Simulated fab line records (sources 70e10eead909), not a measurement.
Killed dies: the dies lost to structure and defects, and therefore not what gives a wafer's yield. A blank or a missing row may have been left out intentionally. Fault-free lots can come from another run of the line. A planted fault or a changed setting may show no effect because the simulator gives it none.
Chamber matching + flow nand_harc + 4 sister chambers for NHARC_A_STAIRCASE_TRIM_20 on rie_diel-07
The step chemistry O2, time 211.2 s. 14 wafers are shown with their chamber, then 7 later ones without.

== WAFERS WITH THEIR CHAMBER ==
| wafer  | chamber | showerhead_plenum_p_Torr (Torr) | drypump_motor_current_A (A) | rf_vpp_V (V) |
|--------|---------|---------------------------------|-----------------------------|--------------|
| L075.4 | 3       | 3.40                            | 5.5                         | 56.2         |
| L075.5 | 2       | 3.80                            | 6.2                         | 58.9         |
| L075.6 | 0       | 3.32                            | 5.9                         | 56.7         |
| L074.1 | 0       | 3.32                            | 6.0                         | 57.7         |
| L074.2 | 3       | 3.40                            | 5.4                         | 58.2         |
| L074.4 | 1       | 3.64                            | 5.3                         | 59.1         |
| L077.1 | 3       | 3.39                            | 5.5                         | 57.6         |
| L077.3 | 0       | 3.32                            | 6.0                         | 58.6         |
| L077.5 | 0       | 3.32                            | 6.0                         | 55.9         |
| L080.4 | 1       | 3.63                            | 5.3                         | 59.1         |
| L080.5 | 0       | 3.31                            | 6.0                         | 57.1         |
| L080.6 | 1       | 3.63                            | 5.3                         | 59.9         |
| L089.1 | 1       | 3.62                            | 5.3                         | 58.2         |
| L089.2 | 3       | 3.37                            | 5.4                         | 58.3         |

SIGNATURES (averages over the wafers above)
| reading                  | chamber 0 | chamber 1 | chamber 2 | chamber 3 | scatter within a chamber |
|--------------------------|-----------|-----------|-----------|-----------|--------------------------|
| showerhead_plenum_p_Torr | 3.3180    | 3.6300    | 3.8000    | 3.3900    | 0.00938                  |
| drypump_motor_current_A  | 5.980     | 5.300     | 6.200     | 5.450     | 0.0424                   |
| rf_vpp_V                 | 57.200    | 59.075    | 58.900    | 57.575    | 0.917                    |
Rule: a wafer lies at a distance from a chamber equal to the root of the sum of squares, over the readings, of (its reading less the chamber's mean, divided by the reading's scatter). The wafer belongs to the nearest chamber; if the next one is less than 2 further off, it can't be placed. How the scatter is found: for the shown wafers, subtract from each reading the mean of its chamber, square and add these, divide the total by (wafers less chambers), then take the root.

== WAFERS WITH NO CHAMBER GIVEN ==
| wafer  | showerhead_plenum_p_Torr (Torr) | drypump_motor_current_A (A) | rf_vpp_V (V) |
|--------|---------------------------------|-----------------------------|--------------|
| L089.4 | 3.30                            | 6.0                         | 56.6         |
| L093.4 | 3.61                            | 5.3                         | 58.2         |
| L093.5 | 3.30                            | 6.0                         | 58.1         |
| L093.6 | 3.61                            | 5.3                         | 56.3         |
| L095.1 | 3.60                            | 5.3                         | 58.1         |
| L095.2 | 3.76                            | 6.1                         | 58.7         |
| L095.6 | 3.76                            | 6.2                         | 58.9         |

== WHICH CHAMBER EACH WENT THROUGH ==
| wafer  | from the rows above | in truth |
|--------|---------------------|----------|
| L089.4 | 0                   | 0        |
| L093.4 | 1                   | 1        |
| L093.5 | 0                   | 0        |
| L093.6 | 1                   | 1        |
| L095.1 | 1                   | 1        |
| L095.2 | 2                   | 2        |
| L095.6 | 2                   | 2        |
7 of 7 placed correctly. Not placeable from these rows: 0. 0 placed wrongly.
